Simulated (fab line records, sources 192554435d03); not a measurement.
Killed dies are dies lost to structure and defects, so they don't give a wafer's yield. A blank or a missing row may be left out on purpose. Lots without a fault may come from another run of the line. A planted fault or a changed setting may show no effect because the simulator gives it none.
Which tool did it? | flow n5_finfet | 11 lots, 33 wafers sampled, at 2 steps of a route of 1938

WHAT THE GAUGES READ, wafer by wafer
N5_BEOL_M15_RS_MEAS_54: measures by four-point-probe.
lot  | measured     | on            | M15_RS (ohm/sq)
L552 | day 12 05:31 | film_metro-01 | 0.0218 0.0223 0.0219
L556 | day 13 03:40 | film_metro-01 | 0.0214 0.0217 0.0216
L559 | day 13 18:45 | film_metro-01 | 0.0218 0.0216 0.0211
L557 | day 13 22:34 | film_metro-02 | 0.0219 0.0219 0.0205
L561 | day 14 07:50 | film_metro-01 | 0.0221 0.0220 0.0216
L562 | day 14 08:07 | film_metro-01 | 0.0218 0.0218 0.0217
L563 | day 14 17:23 | film_metro-02 | 0.0220 0.0222 0.0215
L566 | day 15 19:10 | film_metro-02 | 0.0216 0.0221 0.0222
L571 | day 16 17:59 | film_metro-01 | 0.0218 0.0213 0.0217
L575 | day 17 23:55 | film_metro-01 | 0.0221 0.0219 0.0223
L574 | day 18 10:11 | film_metro-02 | 0.0215 0.0215 0.0220

WHICH TOOL RAN EACH LOT (tool, then ch and the chambers of the sampled wafers, then the start)
lot  | N5_BEOL_M15_STRIP_37
L552 | rie_diel-01 ch 0,1,3, day 12 05:31 or earlier
L556 | rie_diel-01 ch 1,2,3, day 13 03:40 or earlier
L559 | rie_diel-05 ch 0,1,3, day 13 18:45 or earlier
L557 | rie_diel-05 ch 1,2, day 13 22:34 or earlier
L561 | rie_diel-01 ch 0,1,3, day 14 07:50 or earlier
L562 | rie_diel-01 ch 0,1,2, day 14 08:07 or earlier
L563 | rie_diel-01 ch 0,2, day 14 17:23 or earlier
L566 | rie_diel-03 ch 0,2,3, day 15 19:10 or earlier
L571 | rie_diel-03 ch 1,3, day 16 17:59 or earlier
L575 | rie_diel-03 ch 2,3, day 17 23:55 or earlier
L574 | rie_diel-03 ch 1,2, day 18 10:11 or earlier
- N5_BEOL_M15_STRIP_37: strips in O2.

WHAT THE TOOLS THEMSELVES READ (means of the sampled wafers that have a number; where no wafer has one, the mark that the record gives instead)
N5_BEOL_M15_STRIP_37.
lot  | tool        | drypump_motor_current_A (A) | oes_product_au (a.u.) | rf_vpp_V (V) | showerhead_plenum_p_Torr (Torr) | throttle_valve_pct (%)
L552 | rie_diel-01 | 5.6                         | 0.85                  | 3.5          | 2.07                            | 16.43
L556 | rie_diel-01 | 5.6                         | 0.84                  | 3.5          | 2.07                            | 16.49
L559 | rie_diel-05 | 5.6                         | 0.78                  | 3.9          | 2.11                            | 16.71
L557 | rie_diel-05 | 5.3                         | 0.86                  | 4.1          | 2.06                            | 16.49
L561 | rie_diel-01 | 5.6                         | 0.82                  | 3.9          | 2.06                            | 16.46
L562 | rie_diel-01 | 5.4                         | 0.83                  | 2.8          | 2.04                            | 16.43
L563 | rie_diel-01 | 5.4                         | 0.84                  | 3.3          | 2.04                            | 16.46
L566 | rie_diel-03 | 6.1                         | 0.78                  | 4.1          | 2.13                            | 16.61
L571 | rie_diel-03 | 6.6                         | 0.74                  | 3.4          | 2.10                            | 16.69
L575 | rie_diel-03 | 6.0                         | 0.75                  | 4.0          | 2.13                            | 16.65
L574 | rie_diel-03 | 6.3                         | 0.71                  | 4.1          | 2.05                            | 16.73

THE ANSWER, worked out from the rows above alone
Rule: what is usual is taken from the lots themselves. Put in order of their means at a reading, lots are off if they are a third of the lots or fewer, leave a main group of 4 or more, and stand apart from it by a gap of 3 or more times the standard deviation of the main group's means; of several such gaps the widest counts. A main group whose means are all the same, to the digits that the tables above print for the reading, isn't used. A lot without any number at a reading at which 4 lots or more have one is off too. The other lots that the step has rows for count as sound. The gauges are gone through in route order, then the tools' own readings, and for those a lot's mean is taken as printed above. The first step at which some lot is off is used, and at that step the reading that is off furthest; a lot without a number counts as furthest.
No lot is off at any reading shown: from this, nothing can be told.

WHAT THE SIMULATOR HAD PUT IN
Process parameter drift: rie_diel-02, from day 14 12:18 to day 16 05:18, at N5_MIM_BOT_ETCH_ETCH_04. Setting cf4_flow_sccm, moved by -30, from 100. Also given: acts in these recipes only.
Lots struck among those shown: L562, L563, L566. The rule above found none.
